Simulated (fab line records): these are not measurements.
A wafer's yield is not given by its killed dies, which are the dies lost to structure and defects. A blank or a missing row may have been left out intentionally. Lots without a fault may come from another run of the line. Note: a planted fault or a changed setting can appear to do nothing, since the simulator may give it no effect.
fab line records + flow n5_finfet
record:
- lots: 7
- wafers: 39
route steps=1938 shown ZERO_LAYER@4 FIN_SAQP@96 SD_EPI_N@278 HKMG_FIN@412 MOL_CONTACT_COAG@559 BEOL_M1@753 BEOL_M3@933
start_h: hours from the record's first day to the start of the lot's first wafer shown + wait_h: hours from the lot's prior step to this one + " same as the row above + L1.1+2: a single row standing in for several wafers + - no value, or no start was given + * or withheld: withheld + < > ~ a bound
route shown NAME@n: NAME is a module with steps in the file, n the number in the route of the first one + usual: mean and standard deviation over wafers with no fault + same: alike in all rows + chamber/n: place in a boat + sites: per-site readings + _std_site: standard deviation of those values + _edge_site: outer sites' mean less inner sites' + radius_mm: for every site, how far away it sits from the centre of the wafer + mask NAME#n: copy n + behind: the last tool/chamber to shape the wafer + hold: why the lot was held/for how many hours/how that ended + device: which transistor (n, p or np) failed to switch + end of line: the same wafers' tests at the end of the route + a step without rows: its recipe alone + killed: not the wafer's yield, but the dies lost to structure and defects at the first sort + map: per-die view of a wafer (x killed, . not killed, _ where there is no die)
set.NAME: the setting the step ran with; set.NAME@STEP: the setting that earlier step ran with + model.NAME: the simulator's own value behind a step, which no gauge read
lots where settings were altered on purpose, with a table for each step and a row for each wafer
== steps ==
step: N5_ZERO_LAYER_PECVD_02
recipe:
- material: SiO2
- target_thk_a: 100
- temp_c: 400
- precursor: SiH4/N2O
- pressure_torr: 0.75
- rf_w: 275
- time_s: 6
| lot.wafer | tool     | chamber | start_h | wait_h | set.time_s | model.SiO2_of_ZERO_LAYER_PECVD_02.thk_nm |
|-----------|----------|---------|---------|--------|------------|------------------------------------------|
| L075.1    | pecvd-01 | 2       | 18.28   | 0.0    | 2.475      | 4.025                                    |
| L075.2    | "        | 1       | "       | "      | 6          | 9.873                                    |
| L075.3    | "        | 0       | "       | "      | 2.475      | 4.141                                    |
| L075.4    | "        | 0       | "       | "      | 6          | 10.22                                    |
| L075.5    | "        | 1       | "       | "      | 6          | 10.18                                    |
| L075.6    | "        | 2       | "       | "      | 2.475      | 4.244                                    |
| L079.1    | pecvd-02 | 1       | 42.28   | 0.0    | 6          | 9.963                                    |
| L079.3    | "        | 1       | "       | "      | 6          | 10.06                                    |
| L079.6    | "        | 1       | "       | "      | 6          | 9.967                                    |
| L080.1    | pecvd-04 | 0       | 48.28   | 0.0    | 6          | 10.05                                    |
| L080.2    | "        | 1       | "       | "      | 9.455      | 15.68                                    |
| L080.3    | "        | 0       | "       | "      | 9.455      | 15.85                                    |
| L080.4    | "        | 1       | "       | "      | 9.455      | 16.06                                    |
| L080.5    | "        | 1       | "       | "      | 6          | 10.11                                    |
| L080.6    | "        | 0       | "       | "      | 6          | 10.14                                    |
| L083.1    | pecvd-04 | 0       | 66.28   | 0.0    | 6          | 10.03                                    |
| L083.2    | "        | 1       | "       | "      | 4.466      | 7.489                                    |
| L083.3    | "        | 2       | "       | "      | 4.466      | 7.555                                    |
| L083.4    | "        | 0       | "       | "      | 6          | 10.16                                    |
| L083.5    | "        | 2       | "       | "      | 4.466      | 7.825                                    |
| L083.6    | "        | 1       | "       | "      | 6          | 10.33                                    |
| L084.1    | pecvd-01 | 2       | 72.28   | 0.0    | 6          | 9.518                                    |
| L084.2    | "        | 0       | "       | "      | 6          | 9.524                                    |
| L084.3    | "        | 1       | "       | "      | 4.31       | 7.129                                    |
| L084.4    | "        | 0       | "       | "      | 6          | 10.01                                    |
| L084.5    | "        | 1       | "       | "      | 4.31       | 7.26                                     |
| L084.6    | "        | 2       | "       | "      | 4.31       | 6.904                                    |
| L092.1    | pecvd-02 | 1       | 120.28  | 0.0    | 8.678      | 14.16                                    |
| L092.2    | "        | 2       | "       | "      | 6          | 9.651                                    |
| L092.3    | "        | 0       | "       | "      | 8.678      | 14.05                                    |
| L092.4    | "        | 1       | "       | "      | 6          | 9.921                                    |
| L092.5    | "        | 0       | "       | "      | 8.678      | 14.25                                    |
| L092.6    | "        | 2       | "       | "      | 6          | 9.754                                    |
| L093.1    | pecvd-02 | 0       | 126.28  | 0.0    | 3.865      | 6.353                                    |
| L093.2    | "        | 2       | "       | "      | 6          | 9.829                                    |
| L093.3    | "        | 1       | "       | "      | 6          | 9.871                                    |
| L093.4    | "        | 2       | "       | "      | 6          | 10.04                                    |
| L093.5    | "        | 1       | "       | "      | 3.865      | 6.678                                    |
| L093.6    | "        | 0       | "       | "      | 3.865      | 6.424                                    |
step: N5_FIN_SAQP_HM_DEP_03
recipe:
- material: SiNx
- target_thk_a: 380
- temp_c: 400
- precursor: SiH4/NH3/N2
- pressure_torr: 1.5
- rf_w: 300
- time_s: 33.6
| lot.wafer | tool     | chamber | start_h | wait_h | set.target_thk_a | model.SiNx_of_FIN_SAQP_HM_DEP_03.thk_nm |
|-----------|----------|---------|---------|--------|------------------|-----------------------------------------|
| L075.1    | pecvd-03 | 1       | 30.07   | 0.2    | 380              | 38.18                                   |
| L075.2    | "        | 0       | "       | "      | 380              | 37.18                                   |
| L075.3    | "        | 2       | "       | "      | 380              | 37.81                                   |
| L075.4    | "        | 1       | "       | "      | 380              | 38.52                                   |
| L075.5    | "        | 0       | "       | "      | 380              | 38.34                                   |
| L075.6    | "        | 2       | "       | "      | 380              | 38.64                                   |
| L079.1    | pecvd-02 | 0       | 51.01   | 0.2    | 380              | 37.91                                   |
| L079.3    | "        | 1       | "       | "      | 380              | 37.97                                   |
| L079.6    | "        | 0       | "       | "      | 380              | 38.82                                   |
| L080.1    | pecvd-04 | 2       | 57.89   | 0.2    | 168.7            | 16.6                                    |
| L080.2    | "        | 1       | "       | "      | 380              | 37.55                                   |
| L080.3    | "        | 0       | "       | "      | 168.7            | 16.81                                   |
| L080.4    | "        | 0       | "       | "      | 168.7            | 16.82                                   |
| L080.5    | "        | 2       | "       | "      | 380              | 38.11                                   |
| L080.6    | "        | 1       | "       | "      | 380              | 38.15                                   |
| L083.1    | pecvd-03 | 1       | 74.84   | 0.2    | 539.4            | 54.08                                   |
| L083.2    | "        | 2       | "       | "      | 539.4            | 54.32                                   |
| L083.3    | "        | 0       | "       | "      | 539.4            | 54.12                                   |
| L083.4    | "        | 0       | "       | "      | 380              | 38.78                                   |
| L083.5    | "        | 2       | "       | "      | 380              | 39.05                                   |
| L083.6    | "        | 1       | "       | "      | 380              | 39.15                                   |
| L084.1    | pecvd-03 | 0       | 80.92   | 0.2    | 310.3            | 31                                      |
| L084.2    | "        | 1       | "       | "      | 380              | 38.06                                   |
| L084.3    | "        | 2       | "       | "      | 380              | 37.98                                   |
| L084.4    | "        | 0       | "       | "      | 380              | 38.84                                   |
| L084.5    | "        | 1       | "       | "      | 310.3            | 31.96                                   |
| L084.6    | "        | 2       | "       | "      | 310.3            | 31.58                                   |
| L092.1    | pecvd-02 | 2       | 129.13  | 0.2    | 291.3            | 28.21                                   |
| L092.2    | "        | 0       | "       | "      | 380              | 37.49                                   |
| L092.3    | "        | 1       | "       | "      | 291.3            | 28.73                                   |
| L092.4    | "        | 1       | "       | "      | 291.3            | 29.47                                   |
| L092.5    | "        | 2       | "       | "      | 380              | 38.28                                   |
| L092.6    | "        | 0       | "       | "      | 380              | 38.09                                   |
| L093.1    | pecvd-02 | 1       | 135.00  | 0.2    | 380              | 37.03                                   |
| L093.2    | "        | 2       | "       | "      | 601.1            | 59.84                                   |
| L093.3    | "        | 0       | "       | "      | 601.1            | 59.5                                    |
| L093.4    | "        | 2       | "       | "      | 380              | 37.81                                   |
| L093.5    | "        | 0       | "       | "      | 601.1            | 60.18                                   |
| L093.6    | "        | 1       | "       | "      | 380              | 37.7                                    |
step: N5_FIN_SAQP_THK_MEAS_05
usual:
- thk_nm: 38.0/0.47
| lot.wafer | tool          | chamber | start_h | wait_h | set.target_thk_a@FIN_SAQP_HM_DEP_03 | thk_nm |
|-----------|---------------|---------|---------|--------|-------------------------------------|--------|
| L075.1    | film_metro-02 | -       | 30.15   | 0.1    | 380                                 | 38.1   |
| L075.2    | "             | -       | "       | "      | 380                                 | 37.2   |
| L075.3    | "             | -       | "       | "      | 380                                 | 37.8   |
| L075.4    | "             | -       | "       | "      | 380                                 | 38.5   |
| L075.5    | "             | -       | "       | "      | 380                                 | 38.3   |
| L075.6    | "             | -       | "       | "      | 380                                 | 38.6   |
| L079.1    | film_metro-02 | -       | 51.10   | 0.1    | 380                                 | 37.9   |
| L079.3    | "             | -       | "       | "      | 380                                 | 38.0   |
| L079.6    | "             | -       | "       | "      | 380                                 | 38.8   |
| L080.1    | film_metro-01 | -       | 57.98   | 0.1    | 168.7                               | 16.6   |
| L080.2    | "             | -       | "       | "      | 380                                 | 37.5   |
| L080.3    | "             | -       | "       | "      | 168.7                               | 16.8   |
| L080.4    | "             | -       | "       | "      | 168.7                               | 16.8   |
| L080.5    | "             | -       | "       | "      | 380                                 | 38.1   |
| L080.6    | "             | -       | "       | "      | 380                                 | 38.1   |
| L083.1    | film_metro-01 | -       | 74.93   | 0.1    | 539.4                               | 54.1   |
| L083.2    | "             | -       | "       | "      | 539.4                               | 54.3   |
| L083.3    | "             | -       | "       | "      | 539.4                               | 54.1   |
| L083.4    | "             | -       | "       | "      | 380                                 | 38.8   |
| L083.5    | "             | -       | "       | "      | 380                                 | 39.1   |
| L083.6    | "             | -       | "       | "      | 380                                 | 39.2   |
| L084.1    | film_metro-01 | -       | 81.00   | 0.1    | 310.3                               | 31.0   |
| L084.2    | "             | -       | "       | "      | 380                                 | 38.1   |
| L084.3    | "             | -       | "       | "      | 380                                 | 38.0   |
| L084.4    | "             | -       | "       | "      | 380                                 | 38.8   |
| L084.5    | "             | -       | "       | "      | 310.3                               | 32.0   |
| L084.6    | "             | -       | "       | "      | 310.3                               | 31.6   |
| L092.1    | film_metro-02 | -       | 129.22  | 0.1    | 291.3                               | 28.2   |
| L092.2    | "             | -       | "       | "      | 380                                 | 37.5   |
| L092.3    | "             | -       | "       | "      | 291.3                               | 28.7   |
| L092.4    | "             | -       | "       | "      | 291.3                               | 29.5   |
| L092.5    | "             | -       | "       | "      | 380                                 | 38.2   |
| L092.6    | "             | -       | "       | "      | 380                                 | 38.1   |
| L093.1    | film_metro-02 | -       | 135.09  | 0.1    | 380                                 | 37.0   |
| L093.2    | "             | -       | "       | "      | 601.1                               | 59.8   |
| L093.3    | "             | -       | "       | "      | 601.1                               | 59.5   |
| L093.4    | "             | -       | "       | "      | 380                                 | 37.8   |
| L093.5    | "             | -       | "       | "      | 601.1                               | 60.2   |
| L093.6    | "             | -       | "       | "      | 380                                 | 37.7   |
step: N5_FIN_SAQP_PECVD_47
recipe:
- material: a-Si
- target_thk_a: 450
- temp_c: 400
- precursor: SiH4/He
- pressure_torr: 3
- rf_w: 100
- time_s: 36.3
step: N5_FIN_SAQP_PECVD_48
recipe:
- material: SiNx
- target_thk_a: 250
- temp_c: 400
- precursor: SiH4/NH3/N2
- pressure_torr: 1.5
- rf_w: 300
- time_s: 22.1
step: N5_FIN_SAQP_MANDREL2_REMOVE_60
recipe:
- chemistry: HBr/Cl2/O2
- bt_time_s: 10
- target: a-Si
- stop_on: SiNx
- endpoint: OES-SiCl
- over_etch_frac: 1
- icp_w: 600
- bias_w: 22
- HBr_flow_sccm: 150
- Cl2_flow_sccm: 80
- O2_flow_sccm: 5
- pressure_mtorr: 10
step: N5_FIN_SAQP_HM_OPEN_33
recipe:
- chemistry: CH3F/O2
- target: SiNx
- mask_material: SiO2
- target_depth_a: 494
- time_s: 70.6
- pressure_mtorr: 30
- source_w: 395
- bias_w: 73
- Ar_flow_sccm: 150
- CH3F_flow_sccm: 30
- O2_flow_sccm: 20
- ion_energy_ev: 120
- ends: cleared
usual:
- etch_rf_on_time_s: 69.2/1.1
| lot.wafer | tool        | chamber | start_h | wait_h | set.target_thk_a@FIN_SAQP_HM_DEP_03 | etch_rf_on_time_s | model.etch.depth_nm |
|-----------|-------------|---------|---------|--------|-------------------------------------|-------------------|---------------------|
| L075.1    | rie_diel-05 | 1       | 34.77   | 0.1    | 380                                 | 70.0              | 37.53               |
| L075.2    | "           | 3       | "       | "      | 380                                 | 67.5              | 36.55               |
| L075.3    | "           | 2       | "       | "      | 380                                 | 69.7              | 37.18               |
| L075.4    | "           | 0       | "       | "      | 380                                 | 69.1              | 37.89               |
| L075.5    | "           | 3       | "       | "      | 380                                 | 69.4              | 37.7                |
| L075.6    | "           | 0       | "       | "      | 380                                 | 69.1              | 38.01               |
| L079.1    | rie_diel-02 | 0       | 55.71   | 0.0    | 380                                 | 70.0              | 37.28               |
| L079.3    | "           | 2       | "       | "      | 380                                 | 68.9              | 37.34               |
| L079.6    | "           | 2       | "       | "      | 380                                 | 70.7              | 38.2                |
| L080.1    | rie_diel-05 | 2       | 63.24   | 0.0    | 168.7                               | 29.6              | 15.89               |
| L080.2    | "           | 0       | "       | "      | 380                                 | 67.0              | 36.85               |
| L080.3    | "           | 1       | "       | "      | 168.7                               | 30.1              | 16.18               |
| L080.4    | "           | 3       | "       | "      | 168.7                               | 30.2              | 16.19               |
| L080.5    | "           | 2       | "       | "      | 380                                 | 70.0              | 37.4                |
| L080.6    | "           | 3       | "       | "      | 380                                 | 69.8              | 37.44               |
| L083.1    | rie_diel-05 | 3       | 79.39   | 0.1    | 539.4                               | 98.1              | 53.45               |
| L083.2    | "           | 0       | "       | "      | 539.4                               | 96.6              | 53.68               |
| L083.3    | "           | 2       | "       | "      | 539.4                               | 98.4              | 53.49               |
| L083.4    | "           | 1       | "       | "      | 380                                 | 69.6              | 38.15               |
| L083.5    | "           | 2       | "       | "      | 380                                 | 70.4              | 38.41               |
| L083.6    | "           | 1       | "       | "      | 380                                 | 70.6              | 38.52               |
| L084.1    | rie_diel-05 | 1       | 85.55   | 0.0    | 310.3                               | 56.6              | 30.35               |
| L084.2    | "           | 3       | "       | "      | 380                                 | 69.4              | 37.43               |
| L084.3    | "           | 2       | "       | "      | 380                                 | 69.9              | 37.35               |
| L084.4    | "           | 0       | "       | "      | 380                                 | 69.9              | 38.22               |
| L084.5    | "           | 0       | "       | "      | 310.3                               | 57.4              | 31.33               |
| L084.6    | "           | 1       | "       | "      | 310.3                               | 57.8              | 30.95               |
| L092.1    | rie_diel-05 | 1       | 133.95  | 0.0    | 291.3                               | 50.6              | 27.58               |
| L092.2    | "           | 3       | "       | "      | 380                                 | 67.6              | 36.87               |
| L092.3    | "           | 2       | "       | "      | 291.3                               | 52.0              | 28.1                |
| L092.4    | "           | 0       | "       | "      | 291.3                               | 52.7              | 28.83               |
| L092.5    | "           | 1       | "       | "      | 380                                 | 69.4              | 37.64               |
| L092.6    | "           | 0       | "       | "      | 380                                 | 68.2              | 37.46               |
| L093.1    | rie_diel-05 | 3       | 139.46  | 0.0    | 380                                 | 67.6              | 36.4                |
| L093.2    | "           | 0       | "       | "      | 601.1                               | 108.3             | 59.21               |
| L093.3    | "           | 2       | "       | "      | 601.1                               | 109.3             | 58.86               |
| L093.4    | "           | 1       | "       | "      | 380                                 | 68.7              | 37.18               |
| L093.5    | "           | 2       | "       | "      | 601.1                               | 112.4             | 59.55               |
| L093.6    | "           | 1       | "       | "      | 380                                 | 68.3              | 37.07               |
step: N5_SD_EPI_N_ETCH_45
recipe:
- chemistry: CH3F/O2
- target: SiOCN
- target_depth_a: 60
- mask_material: SOC
- ion_energy_ev: 60
- bias_w: 29
- pressure_mtorr: 15
- source_w: 410
- Ar_flow_sccm: 150
- CH3F_flow_sccm: 30
- O2_flow_sccm: 20
| lot.wafer | tool        | chamber | start_h | wait_h | set.target_depth_a | model.etch.depth_nm |
|-----------|-------------|---------|---------|--------|--------------------|---------------------|
| L075.1    | rie_diel-02 | 2       | 59.14   | 0.1    | 60                 | 5.906               |
| L075.2    | "           | 0       | "       | "      | 60                 | 5.857               |
| L075.3    | "           | 3       | "       | "      | 88.41              | 8.854               |
| L075.4    | "           | 1       | "       | "      | 60                 | 5.844               |
| L075.5    | "           | 0       | "       | "      | 88.41              | 8.613               |
| L075.6    | "           | 3       | "       | "      | 88.41              | 8.775               |
| L079.1    | rie_diel-02 | 2       | 78.52   | 0.1    | 60                 | 5.908               |
| L079.3    | "           | 1       | "       | "      | 60                 | 5.882               |
| L079.6    | "           | 1       | "       | "      | 60                 | 5.912               |
| L080.1    | rie_diel-02 | 0       | 89.95   | 0.1    | 28.48              | 2.737               |
| L080.2    | "           | 3       | "       | "      | 28.48              | 2.824               |
| L080.3    | "           | 1       | "       | "      | 28.48              | 2.765               |
| L080.4    | "           | 2       | "       | "      | 60                 | 5.885               |
| L080.5    | "           | 1       | "       | "      | 60                 | 5.893               |
| L080.6    | "           | 0       | "       | "      | 60                 | 5.753               |
| L084.1    | rie_diel-05 | 3       | 108.32  | 0.1    | 39.38              | 3.97                |
| L084.2    | "           | 2       | "       | "      | 60                 | 6.029               |
| L084.3    | "           | 1       | "       | "      | 60                 | 6.034               |
| L084.4    | "           | 0       | "       | "      | 39.38              | 4.047               |
| L084.5    | "           | 0       | "       | "      | 39.38              | 4.049               |
| L084.6    | "           | 1       | "       | "      | 60                 | 6.047               |
| L083.1    | rie_diel-05 | 1       | 109.36  | 0.1    | 60                 | 6.031               |
| L083.2    | "           | 0       | "       | "      | 60                 | 6.104               |
| L083.3    | "           | 3       | "       | "      | 85.5               | 8.636               |
| L083.4    | "           | 2       | "       | "      | 85.5               | 8.597               |
| L083.5    | "           | 0       | "       | "      | 60                 | 6.165               |
| L083.6    | "           | 3       | "       | "      | 85.5               | 8.592               |
| L092.1    | rie_diel-06 | 2       | 157.21  | 0.1    | 28.41              | 2.867               |
| L092.2    | "           | 1       | "       | "      | 60                 | 6.008               |
| L092.3    | "           | 0       | "       | "      | 28.41              | 2.882               |
| L092.4    | "           | 0       | "       | "      | 60                 | 6.074               |
| L092.5    | "           | 2       | "       | "      | 60                 | 6.098               |
| L092.6    | "           | 1       | "       | "      | 28.41              | 2.85                |
| L093.1    | rie_diel-06 | 0       | 166.13  | 0.1    | 60                 | 5.993               |
| L093.2    | "           | 2       | "       | "      | 60                 | 6.02                |
| L093.3    | "           | 1       | "       | "      | 60                 | 5.891               |
| L093.4    | "           | 2       | "       | "      | 60                 | 5.975               |
| L093.5    | "           | 1       | "       | "      | 60                 | 5.982               |
| L093.6    | "           | 0       | "       | "      | 60                 | 6                   |
step: N5_HKMG_FIN_ALD_79
recipe:
- material: TiN
- target_thk_a: 15
- temp_c: 400
- ald_precursor_family: TiCl4
- ald_co_reactant: NH3
- pulse_time_s: 1
- purge_time_s: 3
- co_reactant_purge_time_s: 2
- co_reactant_pulse_time_s: 2
- ald_cycles: 68
- pressure_torr: 3
| lot.wafer        | tool         | chamber     | start_h | wait_h | set.ald_cycles | model.TiN_of_HKMG_FIN_ALD_79.thk_nm |
|------------------|--------------|-------------|---------|--------|----------------|-------------------------------------|
| L075.1+4+5       | ald_metal-04 | 3,2,2       | 81.56   | 0.0    | 68             | 1.4                                 |
| L075.2+3+6       | "            | 0,1,1       | "       | "      | 38             | 0.8                                 |
| L079.1           | ald_metal-01 | 3           | 101.27  | 0.0    | 68             | 1.4                                 |
| L079.3+6         | "            | 0,3         | "       | "      | 68             | 1.6                                 |
| L080.1+4+5       | ald_metal-04 | 2,1,0       | 113.26  | 0.0    | 68             | 1.4                                 |
| L080.2+3+6       | "            | 3,0,3       | "       | "      | 53             | 1.2                                 |
| L084.1+4         | ald_metal-04 | 0,1         | 130.95  | 0.0    | 68             | 1.6                                 |
| L084.2+5+6       | "            | 3,3,0       | "       | "      | 43             | 1                                   |
| L084.3           | "            | 2           | "       | "      | 68             | 1.4                                 |
| L083.1+2+4       | ald_metal-04 | 0,1,2       | 132.16  | 0.0    | 37             | 0.8                                 |
| L083.3+5+6       | "            | 3,0,3       | "       | "      | 68             | 1.4                                 |
| L092.1+2+3+4+5+6 | ald_metal-03 | 2,0,3,1,3,2 | 180.68  | 0.0    | 68             | 1.4                                 |
| L093.1           | ald_metal-01 | 1           | 190.87  | 0.0    | 68             | 1.4                                 |
| L093.2+5+6       | "            | 0,2,3       | "       | "      | 105            | 2.4                                 |
| L093.3+4         | "            | 2,3         | "       | "      | 68             | 1.6                                 |
step: N5_MOL_CONTACT_COAG_ALD_27
recipe:
- material: SiOC
- target_thk_a: 170
- temp_c: 400
- ald_precursor_family: carbosiloxane
- ald_co_reactant: H2-plasma
- pulse_time_s: 1.5
- time_s: 2720
- purge_time_s: 2
- co_reactant_purge_time_s: 2
- ald_cycles: 340
- pressure_torr: 2
| lot.wafer        | tool       | chamber     | start_h | wait_h | set.time_s | model.SiOC_of_MOL_CONTACT_COAG_ALD_27.thk_nm |
|------------------|------------|-------------|---------|--------|------------|----------------------------------------------|
| L075.1           | ald_sin-01 | 0           | 102.46  | 0.0    | 2720       | 17                                           |
| L075.2+4+6       | "          | 1,3,1       | "       | "      | 2091       | 13                                           |
| L075.3+5         | "          | 2,0         | "       | "      | 2720       | 16.8                                         |
| L079.1+3+6       | ald_sin-01 | 1,3,2       | 122.52  | 0.2    | 2720       | 17                                           |
| L080.1+2+6       | ald_sin-02 | 2,0,2       | 137.95  | 0.0    | 4068       | 17                                           |
| L080.3+4+5       | "          | 3,1,3       | "       | "      | 2720       | 17                                           |
| L084.1+6         | ald_sin-01 | 1           | 151.59  | 0.0    | 3292       | 17                                           |
| L084.2+3+5       | "          | 3,2,3       | "       | "      | 2720       | 17                                           |
| L084.4           | "          | 2           | "       | "      | 3292       | 16.8                                         |
| L083.1+3         | ald_sin-02 | 0,2         | 152.96  | 0.0    | 2720       | 17                                           |
| L083.2+5+6       | "          | 1,0,3       | "       | "      | 4150       | 17                                           |
| L083.4           | "          | 3           | "       | "      | 2720       | 16.8                                         |
| L092.1+2+3+4+5+6 | ald_sin-01 | 0,3,1,2,0,3 | 202.11  | 0.0    | 2720       | 17                                           |
| L093.1+5         | ald_sin-02 | 0,3         | 213.06  | 0.8    | 2720       | 17                                           |
| L093.2+3         | "          | 2,3         | "       | "      | 1344       | 8.4                                          |
| L093.4           | "          | 1           | "       | "      | 2720       | 17.2                                         |
| L093.6           | "          | 0           | "       | "      | 1344       | 8.6                                          |
step: N5_BEOL_M1_PECVD_72
recipe:
- material: SiO2
- target_thk_a: 160
- temp_c: 400
- precursor: TEOS/O2
- pressure_torr: 5.5
- rf_w: 450
- teos_flow_sccm: 53.8
- gas: O2
- flow_sccm: 3000
- time_s: 18
| lot.wafer  | tool     | chamber | start_h | wait_h | set.time_s | model.SiO2_of_BEOL_M1_PECVD_72.thk_nm |
|------------|----------|---------|---------|--------|------------|---------------------------------------|
| L075.1     | pecvd-02 | 2       | 127.20  | 0.0    | 18         | 16                                    |
| L075.2     | "        | 0       | "       | "      | 18         | 15.8                                  |
| L075.3     | "        | 1       | "       | "      | 24.48      | 21.4                                  |
| L075.4     | "        | 2       | "       | "      | 24.48      | 21.8                                  |
| L075.5     | "        | 1       | "       | "      | 18         | 16.2                                  |
| L075.6     | "        | 0       | "       | "      | 24.48      | 21.6                                  |
| L079.1+6   | pecvd-02 | 2       | 149.73  | 0.0    | 18         | 15.6                                  |
| L079.3     | "        | 0       | "       | "      | 18         | 15.8                                  |
| L080.1     | pecvd-01 | 1       | 164.35  | 0.0    | 25.73      | 22.6                                  |
| L080.2     | "        | 0       | "       | "      | 18         | 16.2                                  |
| L080.3     | "        | 2       | "       | "      | 18         | 16                                    |
| L080.4+6   | "        | 0,2     | "       | "      | 25.73      | 22.8                                  |
| L080.5     | "        | 1       | "       | "      | 18         | 16.4                                  |
| L084.1+2   | pecvd-03 | 2,1     | 174.91  | 0.0    | 18         | 16                                    |
| L084.3+5   | "        | 0,2     | "       | "      | 14.37      | 13                                    |
| L084.4     | "        | 0       | "       | "      | 18         | 16.4                                  |
| L084.6     | "        | 1       | "       | "      | 14.37      | 13.2                                  |
| L083.1+4   | pecvd-01 | 1,0     | 175.42  | 0.0    | 21.09      | 19                                    |
| L083.2+3   | "        | 2,0     | "       | "      | 18         | 16.2                                  |
| L083.5     | "        | 1       | "       | "      | 21.09      | 18.8                                  |
| L083.6     | "        | 2       | "       | "      | 18         | 16.4                                  |
| L092.1     | pecvd-03 | 1       | 224.62  | 0.0    | 23.14      | 20.4                                  |
| L092.2     | "        | 0       | "       | "      | 23.14      | 20.2                                  |
| L092.3     | "        | 2       | "       | "      | 18         | 16                                    |
| L092.4     | "        | 2       | "       | "      | 18         | 16.2                                  |
| L092.5     | "        | 0       | "       | "      | 18         | 16.4                                  |
| L092.6     | "        | 1       | "       | "      | 23.14      | 20.6                                  |
| L093.1     | pecvd-02 | 1       | 240.04  | 0.0    | 18         | 15.8                                  |
| L093.2+3   | "        | 2,0     | "       | "      | 18         | 15.6                                  |
| L093.4+5+6 | "        | 1,2,0   | "       | "      | 18         | 16                                    |
step: N5_BEOL_M3_PECVD_72
recipe:
- material: SiO2
- target_thk_a: 160
- temp_c: 400
- precursor: TEOS/O2
- pressure_torr: 5.5
- rf_w: 450
- teos_flow_sccm: 53.8
- gas: O2
- flow_sccm: 3000
- time_s: 18
| lot.wafer  | tool     | chamber | start_h | wait_h | set.time_s | model.SiO2_of_BEOL_M3_PECVD_72.thk_nm |
|------------|----------|---------|---------|--------|------------|---------------------------------------|
| L075.1+2   | pecvd-03 | 2,1     | 150.43  | 0.0    | 23.39      | 20.2                                  |
| L075.3     | "        | 0       | "       | "      | 23.39      | 20.6                                  |
| L075.4+5+6 | "        | 2,1,0   | "       | "      | 18         | 16                                    |
| L079.1     | pecvd-03 | 2       | 168.85  | 0.0    | 18         | 15.6                                  |
| L079.3+6   | "        | 0,2     | "       | "      | 18         | 15.8                                  |
| L080.1+5+6 | pecvd-03 | 0,2,1   | 186.11  | 0.0    | 21.7       | 19.2                                  |
| L080.2+3   | "        | 1,2     | "       | "      | 18         | 15.6                                  |
| L080.4     | "        | 0       | "       | "      | 18         | 16.2                                  |
| L084.1+3   | pecvd-01 | 2,1     | 199.11  | 0.0    | 18         | 15.8                                  |
| L084.2     | "        | 0       | "       | "      | 13.95      | 12.2                                  |
| L084.4+6   | "        | 1,0     | "       | "      | 13.95      | 12.4                                  |
| L084.5     | "        | 2       | "       | "      | 18         | 16.2                                  |
| L083.1+2+3 | pecvd-01 | 0,2,1   | 200.92  | 0.0    | 23.39      | 20.4                                  |
| L083.4+5+6 | "        | 0,2,1   | "       | "      | 18         | 16                                    |
| L092.1     | pecvd-04 | 2       | 255.25  | 0.0    | 9.28       | 8.2                                   |
| L092.2+3   | "        | 1,0     | "       | "      | 9.28       | 8.4                                   |
| L092.4     | "        | 0       | "       | "      | 18         | 16.2                                  |
| L092.5+6   | "        | 1,2     | "       | "      | 18         | 16                                    |
| L093.1     | pecvd-01 | 1       | 257.88  | 0.0    | 18         | 15.8                                  |
| L093.2     | "        | 0       | "       | "      | 12.5       | 11                                    |
| L093.3     | "        | 2       | "       | "      | 18         | 15.6                                  |
| L093.4     | "        | 0       | "       | "      | 12.5       | 11.2                                  |
| L093.5     | "        | 1       | "       | "      | 18         | 16                                    |
| L093.6     | "        | 2       | "       | "      | 12.5       | 11.4                                  |
== key ==
split:
- step: N5_ZERO_LAYER_PECVD_02
- setting: time_s
- stated: 6
- by: wafer
response:
- step: N5_ZERO_LAYER_PECVD_02
- reading: model.SiO2_of_ZERO_LAYER_PECVD_02.thk_nm
- change: +0.0991
- per: 1%
- r: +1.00
split:
- step: N5_FIN_SAQP_HM_DEP_03
- setting: target_thk_a
- stated: 380
- by: wafer
response:
- step: N5_FIN_SAQP_HM_DEP_03
- reading: model.SiNx_of_FIN_SAQP_HM_DEP_03.thk_nm
- change: +0.379
- per: 1%
- r: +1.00
response:
- step: N5_FIN_SAQP_THK_MEAS_05
- reading: thk_nm
- change: *
- per: 1%
- r: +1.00
response:
- step: N5_FIN_SAQP_HM_OPEN_33
- reading: etch_rf_on_time_s
- change: *
- per: 1%
- r: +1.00
response:
- step: N5_FIN_SAQP_HM_OPEN_33
- reading: model.etch.depth_nm
- change: +0.378
- per: 1%
- r: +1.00
split:
- step: N5_SD_EPI_N_ETCH_45
- setting: target_depth_a
- stated: 60
- by: wafer
response:
- step: N5_SD_EPI_N_ETCH_45
- reading: model.etch.depth_nm
- change: +0.0596
- per: 1%
- r: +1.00
split:
- step: N5_HKMG_FIN_ALD_79
- setting: ald_cycles
- stated: 68
- by: wafer
response:
- step: N5_HKMG_FIN_ALD_79
- reading: model.TiN_of_HKMG_FIN_ALD_79.thk_nm
- change: +0.0142
- per: 1%
- r: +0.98
split:
- step: N5_MOL_CONTACT_COAG_ALD_27
- setting: time_s
- stated: 2720
- by: wafer
response:
- step: N5_MOL_CONTACT_COAG_ALD_27
- reading: model.SiOC_of_MOL_CONTACT_COAG_ALD_27.thk_nm
- shape: bent
- at_lowest: 8.467
- at_stated: 16.98
- at_highest: 17
split:
- step: N5_BEOL_M1_PECVD_72
- setting: time_s
- stated: 18
- by: wafer
response:
- step: N5_BEOL_M1_PECVD_72
- reading: model.SiO2_of_BEOL_M1_PECVD_72.thk_nm
- change: +0.152
- per: 1%
- r: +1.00
split:
- step: N5_BEOL_M3_PECVD_72
- setting: time_s
- stated: 18
- by: wafer
response:
- step: N5_BEOL_M3_PECVD_72
- reading: model.SiO2_of_BEOL_M3_PECVD_72.thk_nm
- change: +0.155
- per: 1%
- r: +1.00
